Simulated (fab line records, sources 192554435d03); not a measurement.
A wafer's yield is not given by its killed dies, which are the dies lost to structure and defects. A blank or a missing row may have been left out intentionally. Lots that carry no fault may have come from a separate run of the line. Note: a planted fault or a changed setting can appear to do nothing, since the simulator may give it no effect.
Matching of chambers :: flow n5-finfet :: N5_BEOL_M15_ETCH_59 on rie-diel-04 has 4 sister chambers
The step etches BARC in N2/H2, target depth 89 nm, overetch 26.7 nm, time 67.9 s. 4 wafers are shown with their chamber, then 7 later ones without.

EACH WAFER AND ITS CHAMBER
wafer: L366.5
chamber: 1
drypump-motor-current-A (A): 6.1

wafer: L366.6
chamber: 0
drypump-motor-current-A (A): 5.2

wafer: L372.1
chamber: 3
drypump-motor-current-A (A): 5.3

wafer: L372.2
chamber: 2
drypump-motor-current-A (A): 5.0

WAFERS WITHOUT THEIR CHAMBER
wafer: L372.5
drypump-motor-current-A (A): 5.0

wafer: L379.1
drypump-motor-current-A (A): 5.1

wafer: L379.3
drypump-motor-current-A (A): 5.3

wafer: L379.6
drypump-motor-current-A (A): 5.1

wafer: L377.2
drypump-motor-current-A (A): 5.0

wafer: L377.3
drypump-motor-current-A (A): 5.1

wafer: L377.6
drypump-motor-current-A (A): 5.3

WHICH CHAMBER EACH ONE RAN IN
wafer: L372.5
from the rows above: 2
in truth: 2

wafer: L379.1
from the rows above: can't be placed: 2 or 0 or 3
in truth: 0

wafer: L379.3
from the rows above: can't be placed: 3 or 0
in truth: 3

wafer: L379.6
from the rows above: can't be placed: 2 or 0 or 3
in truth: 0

wafer: L377.2
from the rows above: 2
in truth: 2

wafer: L377.3
from the rows above: can't be placed: 2 or 0 or 3
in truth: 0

wafer: L377.6
from the rows above: can't be placed: 3 or 0
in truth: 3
2 of 7 placed correctly. Cannot be placed on the basis of these rows: 5; the candidates contain the true chamber in 5. Number placed wrongly: 0.
How it was worked out, from the rows above alone: a wafer's distance from a chamber is the root of the sum, over the readings, of the square of ((its reading less the chamber's mean) divided by the reading's scatter). The wafer belongs to the nearest chamber; if the next one is less than 2 further off, it can't be placed. Each chamber's mean is taken over the wafers shown for it. The scatter: root of mean squared gap, hidden wafer to nearest shown wafer, with one shown wafer a chamber.
